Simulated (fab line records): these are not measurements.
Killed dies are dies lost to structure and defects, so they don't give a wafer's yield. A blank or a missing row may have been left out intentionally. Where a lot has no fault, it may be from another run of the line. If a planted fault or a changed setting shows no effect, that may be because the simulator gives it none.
Struck lot and sound lot, side by side ; flow n5-finfet ; 15 out of 1938 route steps
Sound: these wafers, L600.2, L600.5, L600.6. Struck: wafer L605.4 (L605.1, L605.6, from the same lot, were not struck and are left out); the cause is given at the end.
For every step that has rows: the tool of each side, followed by ch and its chambers, followed by its first start. Under that, the readings that differ: sound wafers ; struck wafers ; difference of the means ; sigmas: that difference in standard deviations of wafers without a fault.
alike: same words and numbers on both sides, and readings whose means sit less than 2 such deviations apart. not compared: any withheld reading, any reading some wafer has no value for, any bound like >300 that may hide the same value, and any number with overlapping values for which the record gives no deviation.
Wherever a step has rows on one side only, a row that says differs or no value, or a row with sigmas, the two part there. When numbers do not overlap yet have no deviation, they are printed without sigmas and do not part them. A reading missing from all wafers of one side parts the sides only when that side holds two or more wafers.

first, 8 steps without rows for these wafers: N5_SD_EPI_P_COAT_34 (time 60 s, resist thk 350 nm); N5_SD_EPI_P_COAT_35 (time 60 s, resist thk 35 nm); N5_SD_EPI_P_COAT_03 (resist thk 150 nm); N5_SD_EPI_P_EBR_05; N5_SD_EPI_P_SOFTBAKE_04 (time 60 s); N5_SD_EPI_P_EXPOSE_06 (exposes mask SD P BLK, target cd 240 nm); N5_SD_EPI_P_PEB_07 (peb time 60 s); N5_SD_EPI_P_DEVELOP_08 (develop time 30 s).
N5_SD_EPI_P_CD_MEAS_09: target cd 240 nm.
  sound on cd-sem-03 ch 0, day 5 08:04; struck on cd-sem-01 ch 0, day 6 11:20
  alike: cd-nm
N5_SD_EPI_P_OVL_MEAS_10:
  sound on overlay-01 ch 0, day 5 08:06; struck on overlay-01 ch 0, day 6 11:22
  alike: SD_P_BLK_OVL
N5_SD_EPI_P_INSPECT_11: inspects for defects (macro).
  sound on defect-inspect-02, day 5 08:07; struck on defect-inspect-02, day 6 11:23
  alike: raw-defect-count
N5_SD_EPI_P_DESCUM_14: chemistry O2, time 7.9 s.
  sound on rie-diel-03 ch 0,1, day 5 08:09; struck on rie-diel-03 ch 3, day 6 11:38
  alike: drypump-motor-current-A, oes-product-au, rf-vpp-V, showerhead-plenum-p-Torr, throttle-valve-pct
  not compared: rf-hours-counter-h
N5_SD_EPI_P_ETCH_36: etches SiARC in CF4, target depth 45.5 nm, time 75.8 s.
  sound on rie-diel-03 ch 0,1, day 5 08:11; struck on rie-diel-03 ch 3, day 6 11:40
reading;sound;struck;difference;sigmas
bias-w (W);36.16 36.18 36.02;37.54;+1.42;+12
rf-vpp-V (V);185.6 184.2 184.6;190.3;+5.5;+5
  alike: drypump-motor-current-A, etch-rf-on-time-s, oes-product-au, showerhead-plenum-p-Torr, throttle-valve-pct
  not compared: rf-hours-counter-h
N5_SD_EPI_P_ETCH_37: etches SOC in N2/H2, overetch 108 nm, time 486 s.
  sound on rie-diel-03 ch 0,1, day 5 08:15; struck on rie-diel-03 ch 3, day 6 11:43
  alike: bias-w, drypump-motor-current-A, oes-product-au, rf-vpp-V, showerhead-plenum-p-Torr, throttle-valve-pct
  not compared: rf-hours-counter-h
-- record jumps: 7 days separate the struck wafers' starts on either side; left off in module SD_EPI_P, taken up again in module BEOL_M4, whose first shown step is the route's number 1111 --
N5_BEOL_M4_RC_MEAS_101:
  sound on prober-02 ch 0, day 11 17:29; struck on prober-01 ch 0, day 13 02:28
reading;sound;struck;difference;sigmas
VT_P (mV);-249 -254 -252;-245;+7;+2
  alike: DIBL_N, DIBL_P, IOFF_N, IOFF_P, ION_N, ION_P, SS_N, SS_P, VT_N

WHERE THEY PART
First at N5_SD_EPI_P_ETCH_36; last, within this record, at N5_BEOL_M4_RC_MEAS_101.

WHY: whatever the simulator had introduced
rie-diel-03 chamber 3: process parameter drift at N5_SD_EPI_P_ETCH_36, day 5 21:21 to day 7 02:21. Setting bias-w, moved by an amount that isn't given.
